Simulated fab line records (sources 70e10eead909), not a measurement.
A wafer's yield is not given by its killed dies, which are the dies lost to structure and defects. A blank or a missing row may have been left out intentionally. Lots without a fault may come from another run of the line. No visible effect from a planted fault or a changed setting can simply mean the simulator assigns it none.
Matching of chambers :: flow nandHarc :: aldHk-02 running NHARC_A_CHANNEL_FILL_D1_ALD_25: 4 sister chambers
The step deposits SiOx, target thk 60 nm, pulse time 10 s, ald cycles 600. 16 wafers are shown with their chamber, then 8 later ones without.

== WAFERS, EACH WITH ITS CHAMBER ==
wafer: L074.2
chamber: 3
heaterPowerOuterW (W): 248
heaterPowerW (W): 447
precursorPulseHeightRel: 1.005

wafer: L074.4
chamber: 2
heaterPowerOuterW (W): 309
heaterPowerW (W): 501
precursorPulseHeightRel: 0.981

wafer: L074.5
chamber: 2
heaterPowerOuterW (W): 299
heaterPowerW (W): 515
precursorPulseHeightRel: 0.991

wafer: L078.3
chamber: 0
heaterPowerOuterW (W): 201
heaterPowerW (W): 390
precursorPulseHeightRel: 1.013

wafer: L078.4
chamber: 3
heaterPowerOuterW (W): 250
heaterPowerW (W): 463
precursorPulseHeightRel: 0.980

wafer: L078.6
chamber: 3
heaterPowerOuterW (W): 245
heaterPowerW (W): 463
precursorPulseHeightRel: 0.992

wafer: L086.3
chamber: 3
heaterPowerOuterW (W): 249
heaterPowerW (W): 453
precursorPulseHeightRel: 1.003

wafer: L086.4
chamber: 0
heaterPowerOuterW (W): 197
heaterPowerW (W): 383
precursorPulseHeightRel: 0.993

wafer: L086.6
chamber: 2
heaterPowerOuterW (W): 302
heaterPowerW (W): 513
precursorPulseHeightRel: 0.978

wafer: L089.3
chamber: 3
heaterPowerOuterW (W): 242
heaterPowerW (W): 464
precursorPulseHeightRel: 1.020

wafer: L089.5
chamber: 0
heaterPowerOuterW (W): 197
heaterPowerW (W): 392
precursorPulseHeightRel: 0.991

wafer: L089.6
chamber: 1
heaterPowerOuterW (W): 251
heaterPowerW (W): 436
precursorPulseHeightRel: 0.980

wafer: L090.2
chamber: 0
heaterPowerOuterW (W): 198
heaterPowerW (W): 404
precursorPulseHeightRel: 0.978

wafer: L090.5
chamber: 0
heaterPowerOuterW (W): 205
heaterPowerW (W): 394
precursorPulseHeightRel: 0.987

wafer: L090.6
chamber: 1
heaterPowerOuterW (W): 242
heaterPowerW (W): 434
precursorPulseHeightRel: 0.987

wafer: L092.4
chamber: 1
heaterPowerOuterW (W): 246
heaterPowerW (W): 438
precursorPulseHeightRel: 1.024

SIGNATURES (means of the wafers above)
reading: heaterPowerOuterW
chamber 0: 199.60
chamber 1: 246.33
chamber 2: 303.33
chamber 3: 246.80
scatter within a chamber: 3.91

reading: heaterPowerW
chamber 0: 392.60
chamber 1: 436.00
chamber 2: 509.67
chamber 3: 458.00
scatter within a chamber: 6.99

reading: precursorPulseHeightRel
chamber 0: 0.99240
chamber 1: 0.99700
chamber 2: 0.98333
chamber 3: 1.00000
scatter within a chamber: 0.0152
Rule: distance of a wafer from a chamber = root of the sum over the readings of ((wafer's reading minus chamber's mean) / reading's scatter) squared. If the next closest chamber is less than 2 further off than the closest, the wafer can't be placed; otherwise it belongs to the closest. How the scatter is found: for the shown wafers, subtract from each reading the mean of its chamber, square and add these, divide the total by (wafers less chambers), then take the root.

== WAFERS WHOSE CHAMBER IS MISSING ==
wafer: L092.2
heaterPowerOuterW (W): 247
heaterPowerW (W): 456
precursorPulseHeightRel: 0.963

wafer: L092.5
heaterPowerOuterW (W): 249
heaterPowerW (W): 437
precursorPulseHeightRel: 1.007

wafer: L093.1
heaterPowerOuterW (W): 305
heaterPowerW (W): 501
precursorPulseHeightRel: 1.025

wafer: L093.2
heaterPowerOuterW (W): 254
heaterPowerW (W): 432
precursorPulseHeightRel: 1.024

wafer: L093.5
heaterPowerOuterW (W): 255
heaterPowerW (W): 460
precursorPulseHeightRel: 0.991

wafer: L095.4
heaterPowerOuterW (W): 239
heaterPowerW (W): 457
precursorPulseHeightRel: 0.982

wafer: L095.5
heaterPowerOuterW (W): 207
heaterPowerW (W): 388
precursorPulseHeightRel: 1.000

wafer: L095.6
heaterPowerOuterW (W): 250
heaterPowerW (W): 453
precursorPulseHeightRel: 0.990

== THE CHAMBER EACH PASSED THROUGH ==
wafer: L092.2
from the rows above: can't be placed: 3 or 1
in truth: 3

wafer: L092.5
from the rows above: 1
in truth: 1

wafer: L093.1
from the rows above: 2
in truth: 2

wafer: L093.2
from the rows above: can't be placed: 1 or 3
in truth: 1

wafer: L093.5
from the rows above: can't be placed: 3 or 1
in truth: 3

wafer: L095.4
from the rows above: can't be placed: 3 or 1
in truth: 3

wafer: L095.5
from the rows above: 0
in truth: 0

wafer: L095.6
from the rows above: can't be placed: 3 or 1
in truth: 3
Placed correctly: 3 of 8. Not placeable from these rows: 5 (in 5, the candidates include the true chamber). 0 placed wrongly.
